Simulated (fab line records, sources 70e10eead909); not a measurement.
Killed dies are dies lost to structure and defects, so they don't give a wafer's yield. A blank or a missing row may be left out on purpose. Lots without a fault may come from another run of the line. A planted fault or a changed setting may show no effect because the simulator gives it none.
fab line records | flow nand_harc
record lots=6 wafers=18 last_day=24
route steps=1159 shown A_M1@1046 A_BONDPAD@1059 END@1159
lots that met no fault: from a run of the same line without faults
start_h: hours from the record's first day to the start of the lot's first wafer shown | wait_h: hours since the lot's step before | " the same as in the row above | L1.1+2: a row that stands for several wafers | - no value, or no start given | * or withheld: withheld | < > ~ a bound
route shown NAME@n: a module of which the file shows steps, and the number in the route of the first | usual: mean/standard deviation of fault-free wafers | same: alike in all rows | chamber/n: place in a boat | sites: the reading at each site | _std_site: their standard deviation | _edge_site: outer sites' mean less inner sites' | radius_mm: how far each site lies from the wafer's centre | mask NAME#n: copy n | behind: the tool/chamber that last shaped the wafer | hold: why the lot was held/for how many hours/how that ended | device: the transistor (n, p or np) that didn't switch | end of line: the same wafers' tests at the end of the route | a step without rows: its recipe alone | killed: dies lost to structure and defects at the first sort, not the wafer's yield | map: a wafer's dies, x killed, . not, _ none there
set.NAME: the setting as run; set.NAME@STEP: as run at that earlier step | model.NAME: the simulator's own value behind a step, which no gauge read
lots at some steps of the route; a table a step, a row a wafer
services: from which hour (start_h, from the record's first day; less than 0 if before it) a tool's chamber was out of use, for how many hours, and why
## steps
# step NHARC_A_M1_DEGAS_29
# recipe temp_c=250 time_s=60
# step NHARC_A_M1_PRE_CLEAN_30
# recipe time_s=30 temp_c=280 gas=H2/He
# step NHARC_A_M1_PVD_20
# recipe target_thk_a=50 bias_v=168.6 power_w=15000 chamber_pressure_pa=0.12 time_s=8.06 substrate_temp_c=50 material=TaN
# usual throttle_valve_pct=30.2/1.4
# columns lot.wafer tool chamber start_h wait_h throttle_valve_pct
L329.4 pvd_sputter-02 - - - 29.8
L329.1 " - " " 29.8
L329.5 " - " " 29.9
L330.4 pvd_sputter-02 - - - 29.1
L330.2 " - " " 29.8
L330.6 " - " " 29.8
L343.2 pvd_sputter-01 - - - 27.7
L343.1 " - " " 29.7
L343.6 " - " " 27.7
L341.2 pvd_sputter-03 - - - 30.2
L341.5 " - " " 31.9
L341.6 " - " " 29.1
L346.2 pvd_sputter-02 - - - 28.6
L346.6 " - " " 33.0
L346.5 " - " " 29.5
L347.1 pvd_sputter-02 - - - 29.7
L347.4 " - " " 29.8
L347.5 " - " " 29.8
# step NHARC_A_M1_PVD_21
# recipe target_thk_a=300 chamber_pressure_pa=5 power_w=5000 substrate_temp_c=30 time_s=20.49 material=Cu
# step NHARC_A_M1_ECD_22
# recipe target_thk_a=4000 bath_temp_c=25 material=Cu
# step NHARC_A_M1_ANNEAL_31
# recipe temp_c=225 time_s=90
# usual wafer_temp_C_max=226.08/0.25
# columns lot.wafer tool chamber start_h wait_h wafer_temp_C_max
L329.1 rtp_anneal-01 0 414.98 0.5 225.94
L329.4 " 0 " " 226.22
L329.5 " 0 " " 226.09
L330.2 rtp_anneal-02 0 424.92 0.4 225.68
L330.4 " 0 " " 225.74
L330.6 " 0 " " 225.92
L343.1 rtp_anneal-02 0 503.52 - 226.28
L343.2 " 0 " " 226.06
L343.6 " 0 " " 225.80
L341.2 rtp_anneal-02 0 503.89 0.4 226.39
L341.5 " 0 " " 225.71
L341.6 " 0 " " 226.01
L346.2 rtp_anneal-01 0 526.24 0.4 225.86
L346.5 " 0 " " 226.54
L346.6 " 0 " " 226.11
L347.1 rtp_anneal-02 0 534.98 0.3 225.89
L347.4 " 0 " " 226.16
L347.5 " 0 " " 226.08
# step NHARC_A_M1_CMP_23
# recipe t_overpolish_s=20 target_thk_nm=154.34
# usual motor_current_A=12.6/1.1 time_to_endpoint_s=28.5/2.9
# columns lot.wafer tool chamber start_h wait_h motor_current_A time_to_endpoint_s
L329.4 cmp-04 2 415.36 - 13.2 27.2
L329.1 " 0 " " 11.9 27.6
L329.5 " 1 " " 13.3 26.0
L330.2 cmp-04 1 425.21 - 13.1 25.2
L330.4 " 3 " " 12.3 26.7
L330.6 " 1 " " 14.1 20.8
L343.2 cmp-04 2 503.87 - 13.7 29.8
L343.1 " 1 " " 13.2 28.0
L343.6 " 2 " " 13.8 29.2
L341.2 cmp-04 3 504.24 - 12.4 34.4
L341.6 " 1 " " 13.8 27.3
L341.5 " 2 " " 12.9 26.8
L346.2 cmp-01 0 526.57 - 14.6 24.3
L346.5 " 3 " " 9.6 30.4
L346.6 " 0 " " 13.7 26.6
L347.4 cmp-01 1 535.32 - 12.5 31.0
L347.1 " 2 " " 14.1 33.2
L347.5 " 2 " " 14.2 33.6
# step NHARC_A_M1_THK_MEAS_24
# recipe thk_meas_gauge=xrf
# usual thk_nm=153.9/1.4
# columns lot.wafer tool chamber start_h wait_h thk_nm
L329.1 film_metro-01 - 415.65 - 152.7
L329.4 " - " " 155.7
L329.5 " - " " 152.5
L330.2 film_metro-01 - 425.52 - 151.6
L330.4 " - " " 151.5
L330.6 " - " " 151.7
L343.1 film_metro-02 - 504.18 - 152.4
L343.2 " - " " 152.8
L343.6 " - " " 153.5
L341.2 film_metro-01 - 504.51 - 155.3
L341.5 " - " " 154.9
L341.6 " - " " 154.7
L346.2 film_metro-01 - 526.85 - 152.9
L346.5 " - " " 155.5
L346.6 " - " " 154.4
L347.1 film_metro-01 - 535.64 - 152.1
L347.4 " - " " 154.5
L347.5 " - " " 153.5
# step NHARC_A_M1_SRD_25
# step NHARC_A_M1_INSPECT_27
# usual raw_defect_count=438/100
# columns lot.wafer tool chamber start_h wait_h raw_defect_count
L329.1 defect_inspect-01 - 415.80 0.0 459
L329.4 " - " " 390
L329.5 " - " " 543
L330.2 defect_inspect-01 - 425.69 0.0 396
L330.4 " - " " 495
L330.6 " - " " 472
L343.1 defect_inspect-02 - 504.34 0.0 352
L343.2 " - " " 448
L343.6 " - " " 362
L341.2 defect_inspect-02 - 504.66 0.0 413
L341.5 " - " " 654
L341.6 " - " " 573
L346.2 defect_inspect-01 - 527.01 0.0 423
L346.5 " - " " 392
L346.6 " - " " 431
L347.1 defect_inspect-01 - 535.83 0.0 446
L347.4 " - " " 481
L347.5 " - " " 713
# step NHARC_A_M1_PRE_CLEAN_32
# recipe time_s=12 temp_c=370 rf_power_w=300 gas=NH3
# usual heater_power_w=624/75
# columns lot.wafer tool chamber start_h wait_h heater_power_w
L329.1 pecvd-02 0 416.25 0.4 574
L329.4 " 2 " " 625
L329.5 " 0 " " 571
L330.2 pecvd-04 0 425.85 0.2 674
L330.4 " 2 " " 601
L330.6 " 0 " " 654
L343.2 pecvd-04 0 504.42 0.1 699
L343.1 " 1 " " 712
L343.6 " 2 " " 604
L341.2 pecvd-04 1 504.77 0.1 685
L341.6 " 2 " " 620
L341.5 " 1 " " 649
L346.2 pecvd-02 1 528.00 1.0 513
L346.5 " 1 " " 521
L346.6 " 0 " " 565
L347.1 pecvd-04 2 535.91 0.1 603
L347.5 " 1 " " 637
L347.4 " 2 " " 608
# step NHARC_A_M1_DEP_33
# recipe target_thk_a=300 temp_c=370 target_thk_nm=30 pressure_torr=3 flow_sccm=200 rf_w=450 material=SiCN
# usual chamber_pressure_Torr=3.001/0.0067 heater_power_outer_w=327/42 heater_power_w=563/71
# columns lot.wafer tool chamber start_h wait_h chamber_pressure_Torr heater_power_outer_w heater_power_w
L329.1 pecvd-02 0 416.39 0.1 3.013 274 492
L329.4 " 2 " " 3.003 336 563
L329.5 " 0 " " 2.986 275 472
L330.2 pecvd-04 0 425.99 0.1 2.997 315 540
L330.4 " 2 " " 3.003 334 583
L330.6 " 0 " " 2.997 316 556
L343.2 pecvd-04 0 504.53 0.1 - - -
L343.1 " 1 " " - - -
L343.6 " 2 " " - - -
L341.2 pecvd-04 1 504.91 0.1 - - -
L341.6 " 2 " " - - -
L341.5 " 1 " " - - -
L346.2 pecvd-02 1 528.08 0.1 3.002 271 441
L346.5 " 1 " " 2.997 281 439
L346.6 " 0 " " 3.004 328 560
L347.1 pecvd-04 2 536.02 0.1 3.000 343 554
L347.5 " 1 " " 2.996 411 661
L347.4 " 2 " " 2.998 342 560
# step NHARC_A_BONDPAD_DEP_00
# recipe target_thk_a=2500 temp_c=370 target_thk_nm=250 pressure_torr=3 flow_sccm=200 rf_w=450 material=SiCN
# usual chamber_pressure_Torr=3.000/0.0066 heater_power_outer_w=316/40 heater_power_w=547/74
# columns lot.wafer tool chamber start_h wait_h chamber_pressure_Torr heater_power_outer_w heater_power_w
L329.1 pecvd-02 0 - - 3.015 283 478
L329.5 " 2 " " 3.000 286 506
L329.4 " 1 " " 2.999 254 411
L330.2 pecvd-02 0 426.57 - 3.009 326 533
L330.4 " 2 " " 2.999 336 560
L330.6 " 0 " " 3.012 337 562
L343.2 pecvd-02 0 505.10 - 2.994 311 534
L343.1 " 1 " " 2.998 270 445
L343.6 " 0 " " 3.000 325 542
L341.2 pecvd-02 0 505.38 - 2.997 277 470
L341.6 " 0 " " 2.991 288 487
L341.5 " 1 " " 2.991 218 381
L346.2 pecvd-03 2 528.66 - 2.997 340 634
L346.5 " 0 " " 2.999 276 434
L346.6 " 1 " " 2.999 289 544
L347.1 pecvd-03 2 536.53 - 3.004 347 643
L347.4 " 2 " " 3.007 360 633
L347.5 " 0 " " 3.000 347 546
# step NHARC_END_SORT_01
# recipe temp_c=25
# usual defect_limited_yield=95.2/1.6 killed_at_array=29/11 killed_at_other=0.5/0.89 killed_at_periphery=3.3/2 killed_dies=32/11 killed_open=3.1/1.9 killed_short=2.3/1.6 sort_bin_2_pct=1.5/0.71 sort_bin_3_pct=0.30/0.22 sort_bin_4_pct=3.0/1.1 sort_n_pass=645/11 sort_rim_yield_pct=97.3/1.8 sort_yield_pct=95.2/1.6
# same gross_dies=677 sort_bin_5_pct[%]=0 sort_bin_6_pct[%]=0 sort_bin_7_pct[%]=0 sort_bin_8_pct[%]=0 sort_rim_n_gross=106.00
# columns lot.wafer tool chamber start_h wait_h defect_limited_yield[%] killed_at_array killed_at_other killed_at_periphery killed_dies killed_open killed_short sort_bin_2_pct[%] sort_bin_3_pct[%] sort_bin_4_pct[%] sort_n_pass sort_rim_yield_pct[%] sort_yield_pct[%]
L329.1 prober-01 0 456.63 2.5 98.7 5 1 3 9 4 3 0.4 0.15 0.7 668 99.1 98.7
L329.4 prober-01 0 459.04 3.4 97.3 14 1 3 18 3 4 0.9 0.30 1.5 659 99.1 97.3
L329.5 prober-01 0 459.85 3.7 96.5 20 1 3 24 1 1 0.9 0 2.7 653 97.2 96.5
L330.2 prober-02 0 461.72 2.8 97.5 11 1 5 17 0 3 0.9 0.30 1.3 660 98.1 97.5
L330.4 prober-02 0 463.29 3.4 97.9 8 0 6 14 1 2 0.6 0.15 1.3 663 97.2 97.9
L330.6 prober-02 0 464.87 3.9 97.2 10 0 9 19 1 2 0.9 0.30 1.6 658 97.2 97.2
L343.1 prober-02 0 546.62 2.5 92.9 44 0 4 48 3 2 2.7 0.44 4.0 629 98.1 92.9
L343.2 prober-02 0 547.41 2.8 92.6 49 0 1 50 2 1 1.9 0.74 4.7 627 98.1 92.6
L343.6 prober-02 0 550.58 4.0 93.6 43 0 0 43 1 1 2.7 0.15 3.5 634 100.0 93.6
L341.2 prober-01 0 555.08 2.8 97.6 11 0 5 16 5 0 1.3 0 1.0 661 97.2 97.6
L341.5 prober-01 0 557.49 3.7 97.5 14 0 3 17 3 1 0.9 0 1.6 660 99.1 97.5
L341.6 prober-01 0 558.30 4.0 97.6 15 0 1 16 3 1 0.9 0.15 1.3 661 98.1 97.6
L346.2 prober-01 0 562.83 2.8 94.1 34 0 6 40 3 3 1.6 0.44 3.8 637 99.1 94.1
L346.5 prober-01 0 565.22 3.7 94.8 30 0 5 35 2 2 1.3 0.30 3.5 642 99.1 94.8
L346.6 prober-01 0 566.01 4.0 95.0 32 0 2 34 3 1 0.9 0.30 3.8 643 97.2 95.0
L347.1 prober-02 0 565.86 2.5 92.9 41 2 5 48 5 2 1.8 0.30 5.0 629 90.6 92.9
L347.4 prober-02 0 568.25 3.4 93.9 34 1 6 41 3 0 1.8 0.74 3.5 636 98.1 93.9
L347.5 prober-02 0 569.04 3.7 93.9 36 2 3 41 3 4 1.8 0.74 3.5 636 94.3 93.9
# killed by level:class
L329.1 P_M0:geometric_particle:open=2 A_WL_FILL:geometric_particle:short=2 P_CONTACT:geometric_particle:open=1 A_CHANNEL_FILL_D1:geometric_particle:short=1 A_CONTACT:geometric_particle:open=1 A_CHANNEL_HOLE_D1:chamber_film_flake=1 THIN_TSV:chamber_film_flake=1
L329.4 A_WL_FILL:geometric_particle:short=4 A_CHANNEL_HOLE_D1:chamber_film_flake=3 A_WL_FILL:chamber_film_flake=3 P_GATE:chamber_film_flake=2 A_CHANNEL_FILL_D1:geometric_particle:open=1 A_CONTACT:geometric_particle:open=1 A_BONDPAD:geometric_particle:open=1 P_ZERO_WELL:chamber_film_flake=1
L329.5 A_WL_FILL:chamber_film_flake=9 A_CHANNEL_HOLE_D1:chamber_film_flake=3 A_CONTACT:chamber_film_flake=3 A_STAIRCASE:chamber_film_flake=2 A_WL_FILL:geometric_particle:short=1 A_BLC:geometric_particle:open=1 P_ZERO_WELL:chamber_film_flake=1 P_GATE:chamber_film_flake=1
L330.2 A_CHANNEL_HOLE_D1:chamber_film_flake=5 P_ZERO_WELL:chamber_film_flake=3 A_CHANNEL_FILL_D1:geometric_particle:short=2 P_BONDPAD:chamber_film_flake=2 A_CONTACT:chamber_film_flake=2 A_SGD_CUT:geometric_particle:short=1 A_STAIRCASE:chamber_film_flake=1 THIN_TSV:chamber_film_flake=1
L330.4 A_CHANNEL_HOLE_D1:chamber_film_flake=4 P_ZERO_WELL:chamber_film_flake=3 P_BONDPAD:chamber_film_flake=2 A_SOURCE_PLATE:geometric_particle:short=1 A_WL_FILL:geometric_particle:short=1 A_WL_FILL:geometric_particle:open=1 P_STI:chamber_film_flake=1 A_CONTACT:chamber_film_flake=1
L330.6 P_STI:chamber_film_flake=4 P_ZERO_WELL:chamber_film_flake=3 A_ZERO_WELL:chamber_film_flake=3 A_CONTACT:chamber_film_flake=3 A_STAIRCASE:chamber_film_flake=2 P_M0:geometric_particle:short=1 P_M0:geometric_particle:open=1 A_CONTACT:geometric_particle:short=1
L343.1 A_CHANNEL_HOLE_D1:chamber_film_flake=18 A_SLIT:chamber_film_flake=16 A_STAIRCASE:chamber_film_flake=6 P_STI:chamber_film_flake=2 P_CONTACT:geometric_particle:open=1 P_M0:geometric_particle:open=1 A_ONON_D1:geometric_particle:short=1 A_WL_FILL:geometric_particle:short=1
L343.2 A_CHANNEL_HOLE_D1:chamber_film_flake=23 A_SLIT:chamber_film_flake=15 A_CONTACT:chamber_film_flake=6 A_STAIRCASE:chamber_film_flake=3 P_CONTACT:geometric_particle:open=1 A_CHANNEL_HOLE_D1:geometric_particle:open=1 A_WL_FILL:geometric_particle:short=1
L343.6 A_CHANNEL_HOLE_D1:chamber_film_flake=20 A_SLIT:chamber_film_flake=14 A_STAIRCASE:chamber_film_flake=4 A_CONTACT:chamber_film_flake=3 A_CHANNEL_FILL_D1:geometric_particle:short=1 A_M0:geometric_particle:open=1
L341.2 A_CHANNEL_HOLE_D1:chamber_film_flake=5 P_ZERO_WELL:chamber_film_flake=2 P_GATE:chamber_film_flake=2 A_STAIRCASE:chamber_film_flake=2 P_CONTACT:geometric_particle:open=1 A_ONON_D1:geometric_particle:open=1 A_CHANNEL_HOLE_D1:geometric_particle:open=1 A_CONTACT:geometric_particle:open=1
L341.5 A_CHANNEL_HOLE_D1:chamber_film_flake=5 A_WL_FILL:geometric_particle:open=2 P_STI:chamber_film_flake=2 A_M1:chamber_film_flake=2 A_ONON_D1:geometric_particle:short=1 A_CHANNEL_FILL_D1:geometric_particle:open=1 P_GATE:chamber_film_flake=1 A_CHANNEL_FILL_D1:chamber_film_flake=1
L341.6 A_CHANNEL_HOLE_D1:chamber_film_flake=7 A_STAIRCASE:chamber_film_flake=2 A_SOURCE_PLATE:geometric_particle:open=1 A_WL_FILL:geometric_particle:short=1 A_CONTACT:geometric_particle:open=1 A_M1:geometric_particle:open=1 P_GATE:chamber_film_flake=1 A_CONTACT:chamber_film_flake=1
L346.2 A_SLIT:chamber_film_flake=19 A_CHANNEL_HOLE_D1:chamber_film_flake=9 P_ZERO_WELL:chamber_film_flake=4 A_CONTACT:geometric_particle:open=2 P_GATE:geometric_particle:short=1 P_M0:geometric_particle:short=1 A_WL_FILL:geometric_particle:short=1 A_M1:geometric_particle:open=1
L346.5 A_SLIT:chamber_film_flake=16 A_CHANNEL_HOLE_D1:chamber_film_flake=5 A_STAIRCASE:chamber_film_flake=5 P_ZERO_WELL:chamber_film_flake=2 P_M0:geometric_particle:short=1 A_CHANNEL_FILL_D1:geometric_particle:short=1 A_WL_FILL:geometric_particle:open=1 A_CONTACT:geometric_particle:open=1
L347.1 A_SLIT:chamber_film_flake=17 A_STAIRCASE:chamber_film_flake=10 A_CHANNEL_HOLE_D1:chamber_film_flake=5 A_BLC:geometric_particle:open=2 P_GATE:chamber_film_flake=2 A_CONTACT:chamber_film_flake=2 THIN_TSV:chamber_film_flake=2 P_M0:geometric_particle:open=1
L346.6 A_SLIT:chamber_film_flake=18 A_CHANNEL_HOLE_D1:chamber_film_flake=7 A_STAIRCASE:chamber_film_flake=2 P_STI:geometric_particle:short=1 A_ONON_D1:geometric_particle:open=1 A_CHANNEL_FILL_D1:geometric_particle:open=1 A_CONTACT:geometric_particle:open=1 P_ZERO_WELL:chamber_film_flake=1
L347.4 A_SLIT:chamber_film_flake=14 A_CHANNEL_HOLE_D1:chamber_film_flake=9 A_CONTACT:chamber_film_flake=6 A_STAIRCASE:chamber_film_flake=3 P_M1:geometric_particle:open=2 P_GATE:chamber_film_flake=2 A_M0:geometric_particle:open=1 P_STI:chamber_film_flake=1
L347.5 A_SLIT:chamber_film_flake=18 A_STAIRCASE:chamber_film_flake=8 A_ONON_D1:geometric_particle:short=2 A_CHANNEL_HOLE_D1:chamber_film_flake=2 THIN_TSV:chamber_film_flake=2 P_CONTACT:geometric_particle:open=1 P_M0:geometric_particle:short=1 A_WL_FILL:geometric_particle:open=1
## services
# columns tool chamber start_h hours kind
pvd_sputter-02 - 392.03 10.0 pm
cmp-04 - 399.00 4.0 pm
cmp-04 - 403.00 - consumable_replace:conditioner
cmp-04 - 403.00 - consumable_replace:pad
pecvd-02 1 419.08 12.6 repair
pecvd-03 1 423.89 2.6 repair
cmp-01 - 430.68 1.3 repair
pvd_sputter-03 - 458.15 10.0 pm
cmp-01 - 459.42 0.4 repair
pvd_sputter-01 - 460.96 2.0 repair
pvd_sputter-02 - 462.66 7.2 repair
pecvd-04 0 466.14 5.1 repair
pecvd-03 - 473.00 13.0 pm
cmp-01 - 482.73 4.0 pm
cmp-04 - 497.00 4.0 pm
pvd_sputter-01 - 514.00 10.0 pm
pecvd-02 - 515.00 13.0 pm
pecvd-02 0 515.00 13.0 vent_cycle
pecvd-02 1 515.00 13.0 vent_cycle
pecvd-02 2 515.00 13.0 vent_cycle
cmp-04 - 522.66 1.8 repair
pecvd-02 0 528.00 - clean
pecvd-02 1 528.00 - clean
pecvd-02 2 528.00 - clean
## key
first_sign step=NHARC_A_M1_DEP_33 reading=tool_record direction=missing
effect none on later readings
met_at NHARC_A_M1_DEP_33
struck_wafers L341.2,L341.5,L341.6,L343.1,L343.2,L343.6
onset_between 425.99 504.53
fault kind=skipped_step_whole tool=pecvd-04 chamber=- onset_h=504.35 steps=NHARC_A_M1_DEP_33 scope=struck_lots_only
